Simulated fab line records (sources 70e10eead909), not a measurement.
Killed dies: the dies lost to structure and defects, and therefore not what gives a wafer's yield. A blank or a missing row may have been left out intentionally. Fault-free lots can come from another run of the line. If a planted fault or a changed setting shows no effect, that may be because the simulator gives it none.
fab line records | flow nand-harc
[record] lots = 5 | wafers = 15 | last-day = 31
route steps=1302 shown P_BONDPAD@365 A_ZERO_WELL@390 END@1302
lots that met no fault: taken from a fault-free run of the same line
start-h: start of the lot's first displayed wafer, in hours after the record's first day | wait-h: hours from the lot's prior step to this one | " unchanged from the row above | L1.1+2: one row covering several wafers at once | - either no value or no given start | * or withheld: withheld | < > ~ a bound
route shown NAME@n: NAME is a module with steps in the file, n the number in the route of the first one | usual: mean/standard deviation taken from wafers without a fault | same: alike in all rows | chamber/n: place in a boat | sites: readings site by site | _std_site: their standard deviation | _edge_site: inner sites' mean taken away from outer sites' mean | radius-mm: how far each site lies from the wafer's centre | mask NAME#n: copy n | behind: tool/chamber where the wafer was last shaped | hold: the reason the lot was held/the length of the hold in hours/how it ended | device: names the non-switching transistor (n, p or np) | end of line: the tests these same wafers got at the end of their route | a step without rows: its recipe alone | killed: not the wafer's yield, but the dies lost to structure and defects at the first sort | map: per-die view of a wafer (x killed, . not killed, _ where there is no die)
set.NAME: the setting the step ran with; set.NAME@STEP: the setting that earlier step ran with | model.NAME: the simulator's own value behind a step, which no gauge read
lots seen at some steps along the route; tables by step, rows by wafer
services: from which hour (start-h, from the record's first day; less than 0 if before it) a tool's chamber was out of use, for how many hours, and why
[[steps]]
[step NHARC_P_BONDPAD_OVL_MEAS_38]
[usual] overlay-x-nm = 2/5.7 | overlay-y-nm = 0/5.5
lot.wafer | tool       | chamber | start-h | wait-h | overlay-x-nm | overlay-y-nm
L565.3    | overlay-02 | -       | 139.10  | -      | -5           | 0
L565.4    | "          | -       | "       | "      | -5           | -1
L565.6    | "          | -       | "       | "      | -4           | -1
L572.1    | overlay-01 | -       | 200.92  | -      | 9            | 6
L572.5    | "          | -       | "       | "      | 8            | 5
L572.6    | "          | -       | "       | "      | 8            | 7
L579.1    | overlay-02 | -       | 277.47  | -      | 5            | -10
L579.2    | "          | -       | "       | "      | 6            | -10
L579.4    | "          | -       | "       | "      | 5            | -10
L583.2    | overlay-01 | -       | 310.86  | -      | -2           | 1
L583.3    | "          | -       | "       | "      | -2           | 1
L583.6    | "          | -       | "       | "      | -2           | 1
L584.3    | overlay-02 | -       | 320.63  | -      | 2            | 5
L584.5    | "          | -       | "       | "      | 2            | 5
L584.6    | "          | -       | "       | "      | 1            | 5
[step NHARC_P_BONDPAD_HARDBAKE_10]
[recipe] temp-c = 118 | time-s = 65
[step NHARC_P_BONDPAD_DESCUM_11]
[recipe] time-s = 3 | o2-flow-sccm = 200 | ar-flow-sccm = 0 | bias-power-w = 0 | chemistry = O2
[usual] drypump-motor-current-A = 5.9/0.51 | oes-product-au = 1.003/0.012 | rf-vpp-V = 57.7/0.89 | showerhead-plenum-p-Torr = 1.89/0.1 | throttle-valve-pct = 11.311/0.0092
lot.wafer | tool        | chamber | start-h | wait-h | drypump-motor-current-A | oes-product-au | rf-hours-counter-h | rf-vpp-V | showerhead-plenum-p-Torr | throttle-valve-pct
L565.3    | rie-diel-07 | 0       | 139.25  | -      | 6.0                     | 1.002          | 0.2                | 58.4     | 1.78                     | 11.311
L565.4    | "           | 3       | "       | "      | 6.2                     | 0.998          | -                  | 58.0     | 2.03                     | 11.299
L565.6    | "           | 0       | "       | "      | 5.9                     | 1.002          | -                  | 57.1     | 1.78                     | 11.308
L572.1    | rie-diel-08 | 3       | 201.06  | -      | 5.8                     | 1.004          | 0                  | 58.4     | 1.96                     | 11.320
L572.6    | "           | 1       | "       | "      | 5.5                     | 1.008          | -                  | 57.9     | 1.83                     | 11.306
L572.5    | "           | 2       | "       | "      | 5.4                     | 0.993          | -                  | 57.7     | 2.06                     | 11.326
L579.1    | rie-diel-07 | 1       | 277.60  | -      | 4.8                     | 1.007          | 7.2                | 58.8     | 1.80                     | 11.297
L579.4    | "           | 2       | "       | "      | 6.2                     | 1.008          | 3.8                | 57.5     | 2.04                     | 11.307
L579.2    | "           | 0       | "       | "      | 5.9                     | 1.009          | 7.7                | 55.9     | 1.78                     | 11.323
L583.3    | rie-diel-13 | 1       | 310.99  | -      | 6.3                     | 0.994          | 3.6                | 57.5     | 1.84                     | 11.328
L583.2    | "           | 3       | "       | "      | 6.5                     | 0.996          | 3.2                | 56.8     | 1.79                     | 11.304
L583.6    | "           | 1       | "       | "      | 6.3                     | 0.998          | -                  | 57.6     | 1.84                     | 11.306
L584.3    | rie-diel-07 | 0       | 320.75  | -      | 5.9                     | 1.006          | 0.9                | 57.6     | 1.78                     | 11.315
L584.5    | "           | 0       | "       | "      | 6.0                     | 1.008          | -                  | 55.8     | 1.78                     | 11.299
L584.6    | "           | 1       | "       | "      | 4.8                     | 0.989          | -                  | 57.0     | 1.80                     | 11.324
[step NHARC_P_BONDPAD_ETCH_37]
[recipe] target-depth-a = 600 | overetch-a = 180 | time-s = 65.91 | ion-energy-ev = 200 | n2-flow-sccm = 150 | h2-flow-sccm = 150 | ar-flow-sccm = 0 | rf-w = 400 | bias-w = 150 | chemistry = N2/H2
[step NHARC_P_BONDPAD_ETCH_12]
[recipe] target-depth-a = 2000 | time-s = 100 | chf3-flow-sccm = 50 | o2-flow-sccm = 10 | ar-flow-sccm = 200 | rf-w = 500 | bias-w = 200 | chemistry = CHF3/O2
[step NHARC_P_BONDPAD_CD_MEAS_13]
[usual] cd-nm = 501/3.1
lot.wafer | tool      | chamber | start-h | wait-h | cd-nm
L565.3    | cd-sem-03 | -       | 139.59  | -      | 502
L565.4    | "         | -       | "       | "      | 503
L565.6    | "         | -       | "       | "      | 502
L572.1    | cd-sem-03 | -       | 201.36  | -      | 499
L572.5    | "         | -       | "       | "      | 501
L572.6    | "         | -       | "       | "      | 501
L579.1    | cd-sem-03 | -       | 277.91  | -      | 499
L579.2    | "         | -       | "       | "      | 505
L579.4    | "         | -       | "       | "      | 499
L583.2    | cd-sem-03 | -       | 311.30  | -      | 499
L583.3    | "         | -       | "       | "      | 500
L583.6    | "         | -       | "       | "      | 496
L584.3    | cd-sem-03 | -       | 321.07  | -      | 499
L584.5    | "         | -       | "       | "      | 504
L584.6    | "         | -       | "       | "      | 500
[step NHARC_P_BONDPAD_STRIP_15]
[recipe] o2-flow-sccm = 500 | ar-flow-sccm = 0 | bias-w = 0 | chemistry = O2
[usual] drypump-motor-current-A = 5.8/0.48 | oes-product-au = 1.003/0.012 | rf-vpp-V = 57.7/0.94 | showerhead-plenum-p-Torr = 3.50/0.16 | throttle-valve-pct = 17.035/0.0087
lot.wafer | tool        | chamber | start-h | wait-h | drypump-motor-current-A | oes-product-au | rf-hours-counter-h | rf-vpp-V | showerhead-plenum-p-Torr | throttle-valve-pct
L565.4    | rie-diel-13 | 2       | 139.69  | 0.1    | 6.1                     | 1.004          | 3.6                | 57.3     | 3.56                     | 17.029
L565.3    | "           | 3       | "       | "      | 6.4                     | 0.973          | 3.5                | 58.4     | 3.31                     | 17.034
L565.6    | "           | 1       | "       | "      | 6.4                     | 0.984          | -                  | 57.1     | 3.40                     | 17.034
L572.1    | rie-diel-07 | 0       | 201.44  | 0.1    | 6.0                     | 0.993          | 3.2                | 57.3     | 3.30                     | 17.035
L572.5    | "           | 0       | "       | "      | 6.0                     | 0.996          | -                  | 56.7     | 3.30                     | 17.023
L572.6    | "           | 1       | "       | "      | 4.8                     | 1.002          | -                  | 57.2     | 3.34                     | 17.039
L579.2    | rie-diel-13 | 0       | 277.99  | 0.1    | 5.7                     | 1.014          | 3.0                | 58.5     | 3.51                     | 17.037
L579.4    | "           | 1       | "       | "      | 6.3                     | 0.995          | 3.0                | 58.1     | 3.40                     | 17.030
L579.1    | "           | 3       | "       | "      | 6.5                     | 0.987          | 2.7                | 56.7     | 3.31                     | 17.049
L583.2    | rie-diel-07 | 1       | 311.37  | 0.1    | 4.8                     | 0.984          | 0.4                | 56.3     | 3.33                     | 17.043
L583.3    | "           | 0       | "       | "      | 5.9                     | 1.007          | 0.3                | 57.9     | 3.30                     | 17.034
L583.6    | "           | 2       | "       | "      | 6.2                     | 1.012          | -                  | 57.5     | 3.75                     | 17.029
L584.3    | rie-diel-13 | 1       | 321.15  | 0.1    | 6.4                     | 0.992          | 4.0                | 59.2     | 3.40                     | 17.040
L584.6    | "           | 0       | "       | "      | 5.8                     | 1.005          | -                  | 57.2     | 3.51                     | 17.046
L584.5    | "           | 1       | "       | "      | 6.4                     | 1.002          | -                  | 59.7     | 3.40                     | 17.041
[step NHARC_P_BONDPAD_ETCH_24]
[recipe] target-depth-a = 300 | over-etch-frac = 0.3 | time-s = 72.99 | ion-energy-ev = 150 | cf4-flow-sccm = 50 | n2-flow-sccm = 100 | ar-flow-sccm = 150 | rf-w = 300 | bias-w = 100 | chemistry = CF4/N2
[step NHARC_P_BONDPAD_STRIP_16]
[recipe] time-s = 600 | temp-c = 30 | chemistry = post-etch-residue-remover
[step NHARC_P_BONDPAD_DEGAS_25]
[recipe] temp-c = 300 | time-s = 60
[step NHARC_P_BONDPAD_PRE_CLEAN_26]
[recipe] time-s = 30 | temp-c = 280 | gas = H2/He
[step NHARC_P_BONDPAD_PVD_17]
[recipe] target-thk-a = 50 | bias-v = 168.6 | power-w = 15000 | chamber-pressure-pa = 0.12 | time-s = 8.06 | substrate-temp-c = 50 | material = TaN
[step NHARC_P_BONDPAD_PVD_27]
[recipe] target-thk-a = 300 | chamber-pressure-pa = 5 | power-w = 5000 | substrate-temp-c = 30 | time-s = 20.49 | material = Cu
[usual] throttle-valve-pct = 30.4/0.91
lot.wafer | tool           | chamber | start-h | wait-h | throttle-valve-pct
L565.4    | pvd-sputter-03 | -       | 140.43  | -      | 30.7
L565.3    | "              | -       | "       | "      | 29.6
L565.6    | "              | -       | "       | "      | 31.0
L572.1    | pvd-sputter-03 | -       | 202.22  | -      | 29.4
L572.6    | "              | -       | "       | "      | 29.4
L572.5    | "              | -       | "       | "      | 29.2
L579.4    | pvd-sputter-03 | -       | 278.76  | -      | 29.8
L579.2    | "              | -       | "       | "      | 29.4
L579.1    | "              | -       | "       | "      | 31.3
L583.2    | pvd-sputter-02 | -       | 312.15  | -      | 28.8
L583.3    | "              | -       | "       | "      | 30.4
L583.6    | "              | -       | "       | "      | 28.9
L584.3    | pvd-sputter-01 | -       | 321.92  | -      | 31.8
L584.5    | "              | -       | "       | "      | 30.1
L584.6    | "              | -       | "       | "      | 31.6
[step NHARC_P_BONDPAD_ECD_18]
[recipe] target-thk-a = 4000 | bath-temp-c = 25 | material = Cu
[step NHARC_P_BONDPAD_ANNEAL_28]
[recipe] temp-c = 225 | time-s = 90
[step NHARC_P_BONDPAD_CMP_19]
[recipe] t-overpolish-s = 30 | cu-recess-touch-s = 16 | target-thk-nm = 160.81
[step NHARC_P_BONDPAD_SRD_21]
[recipe] time-s = 30 | temp-c = 23 | dry-time-s = 20 | spin-rpm = 1500
[step NHARC_P_BONDPAD_ACTIVATE_29]
[recipe] time-s = 60 | n2-flow-sccm = 200 | ar-flow-sccm = 0 | bias-power-w = 0 | chemistry = N2
[usual] drypump-motor-current-A = 5.8/0.5 | n2-flow-sccm = 200.0/0.57 | oes-product-au = 1.003/0.011 | rf-vpp-V = 64.0/1.1 | showerhead-plenum-p-Torr = 1.75/0.09
lot.wafer | tool        | chamber | start-h | wait-h | drypump-motor-current-A | n2-flow-sccm | oes-product-au | rf-hours-counter-h | rf-vpp-V | showerhead-plenum-p-Torr
L565.4    | rie-diel-13 | 1       | 141.89  | 0.1    | 6.3                     | 199.6        | 0.996          | 3.7                | 63.9     | 1.70
L565.3    | "           | 2       | "       | "      | 6.1                     | 200.4        | 1.007          | 3.7                | 64.1     | 1.78
L565.6    | "           | 1       | "       | "      | 6.3                     | 199.5        | 0.999          | -                  | 64.7     | 1.70
L572.1    | rie-diel-13 | 1       | 203.84  | 0.1    | 6.3                     | 200.3        | 0.997          | 1.3                | 63.7     | 1.70
L572.5    | "           | 0       | "       | "      | 5.7                     | 199.6        | 0.999          | -                  | 61.8     | 1.76
L572.6    | "           | 1       | "       | "      | 6.3                     | 199.9        | 0.997          | -                  | 63.5     | 1.69
L579.4    | rie-diel-13 | 3       | 280.23  | 0.1    | 6.5                     | 200.4        | 0.989          | 2.8                | 63.8     | 1.65
L579.1    | "           | 0       | "       | "      | 5.7                     | 200.0        | 1.014          | 3.1                | 64.5     | 1.76
L579.2    | "           | 1       | "       | "      | 6.3                     | 199.8        | 0.985          | 3.0                | 63.5     | 1.69
L583.2    | rie-diel-07 | 0       | 313.59  | 0.1    | 6.0                     | 199.7        | 1.018          | 0.4                | 62.8     | 1.64
L583.3    | "           | 3       | "       | "      | 6.1                     | 199.8        | 1.011          | 0.4                | 65.3     | 1.88
L583.6    | "           | 0       | "       | "      | 6.0                     | 199.7        | 1.024          | -                  | 64.2     | 1.64
L584.3    | rie-diel-13 | 1       | 323.38  | 0.1    | 6.3                     | 199.5        | 0.991          | 4.1                | 62.7     | 1.69
L584.6    | "           | 3       | "       | "      | 6.4                     | 200.0        | 0.982          | -                  | 64.1     | 1.65
L584.5    | "           | 0       | "       | "      | 5.8                     | 200.7        | 1.001          | -                  | 63.4     | 1.76
[step NHARC_P_BONDPAD_PRECLEAN_30]
[recipe] time-s = 300 | temp-c = 23 | chemistry = DIW
[step NHARC_P_BONDPAD_SRD_31]
[recipe] time-s = 30 | temp-c = 23 | dry-time-s = 20 | spin-rpm = 1500
[step NHARC_A_ZERO_WELL_PRECLEAN_00]
[recipe] time-s = 600 | temp-c = 120 | chemistry = SPM
[step NHARC_A_ZERO_WELL_SRD_01]
[step NHARC_A_ZERO_WELL_DEHYDRATE_02]
[recipe] temp-c = 150 | time-s = 120
[step NHARC_A_ZERO_WELL_HMDS_03]
[recipe] time-s = 30
[step NHARC_A_ZERO_WELL_COAT_18]
[recipe] temp-c = 200 | time-s = 65
[step NHARC_A_ZERO_WELL_COAT_04]
[recipe] spin-rpm = 2000 | resist-thk-nm = 600
[step NHARC_A_ZERO_WELL_SOFTBAKE_05]
[recipe] temp-c = 125 | time-s = 70
[step NHARC_A_ZERO_WELL_EBR_06]
[step NHARC_A_ZERO_WELL_EXPOSE_07]
[recipe] na = 0.55 | dose-mj = 33.85 | mask-id = A_ZERO
[step NHARC_A_ZERO_WELL_PEB_08]
[recipe] peb-temp-c = 128 | peb-time-s = 80
[step NHARC_A_ZERO_WELL_DEVELOP_09]
[recipe] time-s = 50 | dev-temp-c = 22
[step NHARC_A_ZERO_WELL_CD_MEAS_10]
[recipe] target-cd-nm = 2000 | landing-energy-ev = 500
[usual] cd-nm = 2000/3.2
lot.wafer | tool      | chamber | start-h | wait-h | cd-nm
L565.3    | cd-sem-01 | 0       | 143.14  | -      | 2005
L565.4    | "         | 0       | "       | "      | 2006
L565.6    | "         | 0       | "       | "      | 1998
L572.1    | cd-sem-01 | 0       | 205.09  | -      | 2001
L572.5    | "         | 0       | "       | "      | 2001
L572.6    | "         | 0       | "       | "      | 1998
L579.1    | cd-sem-03 | 0       | 281.35  | -      | 1996
L579.2    | "         | 0       | "       | "      | 1997
L579.4    | "         | 0       | "       | "      | 2001
L583.2    | cd-sem-03 | 0       | 314.83  | -      | 2003
L583.3    | "         | 0       | "       | "      | 2002
L583.6    | "         | 0       | "       | "      | 2006
L584.3    | cd-sem-03 | 0       | 324.60  | -      | 2006
L584.5    | "         | 0       | "       | "      | 1998
L584.6    | "         | 0       | "       | "      | 2004
[step NHARC_A_ZERO_WELL_HARDBAKE_11]
[recipe] temp-c = 118 | time-s = 65
[step NHARC_A_ZERO_WELL_DESCUM_12]
[recipe] time-s = 3 | o2-flow-sccm = 200 | ar-flow-sccm = 0 | bias-power-w = 0 | chemistry = O2
[usual] drypump-motor-current-A = 5.8/0.47 | oes-product-au = 1.003/0.0098 | rf-vpp-V = 58.0/0.83 | showerhead-plenum-p-Torr = 1.96/0.057 | throttle-valve-pct = 11.312/0.0081
lot.wafer | tool        | chamber | start-h | wait-h | drypump-motor-current-A | oes-product-au | rf-hours-counter-h | rf-vpp-V | showerhead-plenum-p-Torr | throttle-valve-pct
L565.3    | rie-diel-03 | 1       | 143.29  | -      | 6.0                     | 0.994          | 1                  | 56.0     | 1.91                     | 11.310
L565.4    | "           | 0       | "       | "      | 5.3                     | 0.998          | 1                  | 58.0     | 1.97                     | 11.306
L565.6    | "           | 1       | "       | "      | 6.0                     | 1.007          | -                  | 58.9     | 1.91                     | 11.310
L572.1    | rie-diel-03 | 1       | 205.26  | -      | 6.0                     | 0.989          | 3                  | 58.2     | 1.91                     | 11.313
L572.5    | "           | 3       | "       | "      | 6.5                     | 0.990          | -                  | 57.8     | 2.06                     | 11.319
L572.6    | "           | 0       | "       | "      | 5.3                     | 1.020          | -                  | 56.6     | 1.97                     | 11.303
L579.2    | rie-diel-10 | 1       | 281.56  | -      | 5.0                     | 0.987          | 14                 | 58.2     | 1.96                     | 11.308
L579.1    | "           | 2       | "       | "      | 5.8                     | 1.000          | 11                 | 58.3     | 1.89                     | 11.332
L579.4    | "           | 0       | "       | "      | 5.8                     | 0.994          | -                  | 56.9     | 1.88                     | 11.303
L583.2    | rie-diel-03 | 1       | 314.99  | -      | 6.0                     | 0.995          | 1                  | 56.8     | 1.91                     | 11.316
L583.3    | "           | 2       | "       | "      | 5.3                     | 0.995          | 1                  | 58.3     | 1.93                     | 11.303
L583.6    | "           | 2       | "       | "      | 5.3                     | 0.996          | -                  | 57.0     | 1.93                     | 11.293
L584.3    | rie-diel-03 | 0       | 324.78  | -      | 5.3                     | 0.999          | 1                  | 58.3     | 1.97                     | 11.306
L584.6    | "           | 1       | "       | "      | 6.0                     | 0.996          | -                  | 56.8     | 1.91                     | 11.325
L584.5    | "           | 2       | "       | "      | 5.3                     | 0.991          | -                  | 57.6     | 1.93                     | 11.316
[step NHARC_A_ZERO_WELL_ETCH_19]
[recipe] target-depth-a = 800 | overetch-a = 240 | time-s = 87.88 | ion-energy-ev = 200 | n2-flow-sccm = 150 | h2-flow-sccm = 150 | ar-flow-sccm = 0 | rf-w = 400 | bias-w = 150 | chemistry = N2/H2
[step NHARC_A_ZERO_WELL_ETCH_13]
[recipe] target-depth-a = 1200 | time-s = 40.1 | hbr-flow-sccm = 150 | cl2-flow-sccm = 50 | rf-w = 400 | icp-w = 400 | bias-w = 100 | chemistry = HBr/Cl2
[usual] drypump-motor-current-A = 5.7/0.43 | oes-product-au = 0.997/0.014 | throttle-valve-pct = 26.406/0.0089
lot.wafer | tool      | chamber | start-h | wait-h | drypump-motor-current-A | oes-product-au | rf-hours-counter-h | throttle-valve-pct
L565.3    | rie-si-05 | 2       | 143.51  | -      | 5.7                     | 0.989          | 0.0                | 26.401
L565.4    | "         | 3       | "       | "      | 5.1                     | 1.003          | 0.0                | 26.409
L565.6    | "         | 2       | "       | "      | 5.7                     | 1.001          | -                  | 26.394
L572.1    | rie-si-02 | 0       | 205.46  | -      | 6.4                     | 1.003          | 0.6                | 26.404
L572.5    | "         | 3       | "       | "      | 5.8                     | 0.989          | -                  | 26.396
L572.6    | "         | 0       | "       | "      | 6.4                     | 1.014          | -                  | 26.418
L579.4    | rie-si-01 | 2       | 281.78  | -      | 5.2                     | 1.001          | 0.5                | 26.407
L579.2    | "         | 3       | "       | "      | 6.0                     | 0.993          | 0.4                | 26.414
L579.1    | "         | 1       | "       | "      | 5.8                     | 0.988          | 0.4                | 26.414
L583.2    | rie-si-05 | 1       | 315.22  | -      | 5.9                     | 1.019          | 0.0                | 26.421
L583.3    | "         | 2       | "       | "      | 5.7                     | 0.999          | 0.0                | 26.394
L583.6    | "         | 0       | "       | "      | 4.9                     | 0.999          | -                  | 26.388
L584.3    | rie-si-05 | 3       | 324.98  | -      | 5.0                     | 1.017          | 0.1                | 26.405
L584.5    | "         | 1       | "       | "      | 5.9                     | 1.010          | -                  | 26.401
L584.6    | "         | 2       | "       | "      | 5.7                     | 0.996          | -                  | 26.401
[step NHARC_A_ZERO_WELL_STRIP_14]
[recipe] time-s = 900 | temp-c = 130 | chemistry = SPM
[step NHARC_END_SORT_01]
[recipe] temp-c = 25
[usual] defect-limited-yield = 90/3.8 | killed-at-array = 61/26 | killed-at-other = 0.8/1.1 | killed-at-periphery = 4.0/2.6 | killed-dies = 66/26 | killed-open = 3.1/1.7 | killed-short = 2.5/1.5
[same] gross-dies = 677
lot.wafer | tool      | chamber | start-h | wait-h | defect-limited-yield[%] | killed-at-array | killed-at-other | killed-at-periphery | killed-dies | killed-open | killed-short
L579.1    | prober-02 | 0       | 710.61  | 2.5    | 85                      | 96              | 0               | 6                   | 102         | 4           | 0
L579.4    | prober-02 | 0       | 712.99  | 3.4    | 74                      | 100             | 1               | 77                  | 178         | 2           | 2
L583.2    | prober-01 | 0       | 739.42  | 2.8    | 90                      | 57              | 0               | 8                   | 65          | 1           | 1
L583.3    | prober-01 | 0       | 740.23  | 3.1    | 90                      | 54              | 0               | 12                  | 66          | 5           | 0
L583.6    | prober-01 | 0       | 742.68  | 4.1    | 91                      | 53              | 0               | 10                  | 63          | 8           | 0
L584.3    | prober-02 | 0       | 740.26  | 3.1    | 94                      | 33              | 1               | 9                   | 43          | 6           | 0
L584.5    | prober-02 | 0       | 741.88  | 3.7    | 93                      | 32              | 2               | 13                  | 47          | 5           | 0
L584.6    | prober-02 | 0       | 742.69  | 4.0    | 92                      | 46              | 1               | 9                   | 56          | 5           | 2
// killed by level:class
L579.1 A_SLIT:chamber-film-flake=33 A_CHANNEL_HOLE_D1:chamber-film-flake=26 A_CHANNEL_HOLE_D2:chamber-film-flake=17 A_CONTACT:chamber-film-flake=11 P_M0:chamber-film-flake=3 A_SGD_CUT:chamber-film-flake=3 P_M0:geometric-particle:open=2 A_CHANNEL_FILL_D1:chamber-film-flake=2
L579.4 P_BONDPAD:unspecified=77 A_CHANNEL_HOLE_D1:chamber-film-flake=35 A_SLIT:chamber-film-flake=32 A_CHANNEL_HOLE_D2:chamber-film-flake=22 A_CHANNEL_FILL_D2:chamber-film-flake=2 A_CHANNEL_FILL_D1:chamber-film-flake=2 A_CONTACT:chamber-film-flake=2 A_CHANNEL_FILL_D2:geometric-particle:open=1
L583.2 A_CHANNEL_HOLE_D1:chamber-film-flake=22 A_CHANNEL_HOLE_D2:chamber-film-flake=20 A_CONTACT:chamber-film-flake=9 P_CONTACT:chamber-film-flake=6 A_ZERO_WELL:chamber-film-flake=2 A_STAIRCASE:chamber-film-flake=2 P_CONTACT:geometric-particle:short=1 A_CHANNEL_FILL_D1:geometric-particle:open=1
L583.3 A_CHANNEL_HOLE_D2:chamber-film-flake=23 P_CONTACT:chamber-film-flake=9 A_CHANNEL_HOLE_D1:chamber-film-flake=9 A_CONTACT:chamber-film-flake=8 A_SLIT:chamber-film-flake=5 A_ZERO_WELL:chamber-film-flake=3 A_ONON_D1:geometric-particle:open=1 A_CHANNEL_HOLE_D1:geometric-particle:open=1
L584.3 A_CONTACT:chamber-film-flake=13 A_CHANNEL_HOLE_D1:chamber-film-flake=8 A_SLIT:chamber-film-flake=7 P_CONTACT:chamber-film-flake=4 P_M0:geometric-particle:open=2 P_STI:geometric-particle:open=1 P_CONTACT:geometric-particle:open=1 A_SGD_CUT:geometric-particle:open=1
L584.5 A_CHANNEL_HOLE_D1:chamber-film-flake=12 P_CONTACT:chamber-film-flake=7 A_CONTACT:chamber-film-flake=7 A_SLIT:chamber-film-flake=5 A_STAIRCASE:chamber-film-flake=4 P_M2:chamber-film-flake=3 THIN_TSV:chamber-film-flake=2 P_M0:geometric-particle:open=1
L583.6 A_CHANNEL_HOLE_D2:chamber-film-flake=23 A_CHANNEL_HOLE_D1:chamber-film-flake=10 A_CONTACT:chamber-film-flake=8 P_CONTACT:chamber-film-flake=7 A_SLIT:chamber-film-flake=4 A_ONON_D1:geometric-particle:open=3 A_M1:geometric-particle:open=2 P_CONTACT:geometric-particle:open=1
L584.6 A_CHANNEL_HOLE_D1:chamber-film-flake=18 A_CONTACT:chamber-film-flake=11 A_SLIT:chamber-film-flake=5 P_CONTACT:chamber-film-flake=4 A_STAIRCASE:chamber-film-flake=3 A_CHANNEL_FILL_D1:geometric-particle:open=2 P_M2:chamber-film-flake=2 A_DECK1_JOINT:chamber-film-flake=2
// map L579.4 (x killed, . not)
____________.____________
_________..x...._________
_______..........._______
______.............______
_____........x......_____
____.................____
____.x.........x.x...____
___.xx........x.x.xx..___
___.x........x........___
__.x.xx.........x.xx.x.__
__xxxx.x.......x.x.....__
_xxxxx...........xx....x_
_xxxxxx......xxx.xx....._
_x.xxxx........xxx......_
_xx.xx..........x..x...._
_x..xx..........xxx...x._
.x..........x..xxx.x.....
..............xxxxxx.....
.............xxxxxx......
...............xx.xx.....
..............x.xxxxx....
_....x......x..xxx.xxx.._
_...x.........xxxxxxx..._
_.............xxxxxxx..._
_............xxxxxxxx..._
_............xxxxxxxxx.._
__............xxxxxxxxx__
__.............xxxxxxx.__
___..........xxxxxxxx.___
___..........xxxxxxxxx___
____...........xxxx..____
____............xxxx.____
_____...........x..._____
______.............______
_______..........._______
_________.x....._________
____________.____________
// map L565.3 (x killed, . not)
____________.____________
_________......._________
_______...x......._______
______.............______
_____.............x._____
____............x....____
____...............x.____
___...........x.xxx.x.___
___...........xxxxxx..___
__....x.......xxxxx....__
__............x.x...x..__
_...............xxxx...._
_.................x....._
_................x......_
_..............x.xx....._
_.....................x._
.........................
................x..x....x
...............x.........
..........x..............
..............x.x.......x
_.............xx..x....._
_...........xxx.xx.....x_
_............xxx..x....._
_..........xxxxxxx......_
_..........xxxxxxx......_
__...........xxxxx.....__
__.............x.xx....__
___............x......___
___..........x...x....___
____.................____
____.........x....x..____
_____..............._____
______.............______
_______..........x_______
_________......._________
____________.____________
[[services]]
tool           | chamber | start-h | hours | kind
rie-diel-07    | 2       | 117.14  | 5.9   | repair
rie-diel-07    | -       | 117.20  | 9.0   | pm
rie-diel-10    | 3       | 125.96  | 7.4   | repair
rie-si-05      | -       | 128.00  | 9.0   | pm
rie-diel-03    | 3       | 129.58  | 4.5   | repair
rie-diel-07    | 2       | 131.06  | 35.1  | repair
rie-diel-07    | 3       | 146.32  | 6.7   | repair
rie-diel-13    | 2       | 164.65  | 5.0   | repair
rie-diel-13    | -       | 165.00  | 9.0   | pm
pvd-sputter-03 | -       | 170.00  | 10.0  | pm
rie-diel-13    | 2       | 179.09  | 7.3   | repair
rie-diel-03    | 2       | 184.09  | 4.3   | repair
rie-diel-07    | 2       | 184.54  | 11.3  | repair
rie-diel-07    | 2       | 210.74  | 13.1  | repair
rie-diel-03    | 0       | 223.08  | 5.4   | repair
rie-diel-13    | 3       | 228.61  | 31.7  | repair
rie-diel-03    | 2       | 258.87  | 4.8   | repair
rie-si-05      | 2       | 262.86  | 1.4   | repair
rie-si-05      | 3       | 264.15  | 9.0   | repair
rie-diel-03    | -       | 281.30  | 9.0   | pm
pvd-sputter-03 | -       | 288.72  | 68.7  | repair
rie-diel-07    | -       | 294.20  | 9.0   | pm
rie-diel-03    | -       | 294.67  | 1.5   | repair
rie-si-05      | -       | 305.00  | 9.0   | pm
[[key]]
[first-sign] step = NHARC_END_SORT_01 | reading = killed-at-periphery | direction = up | sigmas = 28 | usual = 4.0 | struck = 77
[effect] step = NHARC_END_SORT_01 | reading = defect-limited-yield | direction = down | sigmas = 4.3 | usual = 90 | struck = 74
[more-kills-born-at] NHARC_P_BONDPAD_PVD_27@pvd-sputter-03 = 77
met-at NHARC_P_BONDPAD_PVD_27
struck-wafers L579.4
onset-between 202.22 278.76
[fault] kind = chamber-particle-source | tool = pvd-sputter-03 | chamber = - | onset-h = 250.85 | steps = NHARC_P_BONDPAD_PVD_27 | rate-per-visit-cm2 = 0.66529 | end-h = 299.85 | scope = struck-wafers-only
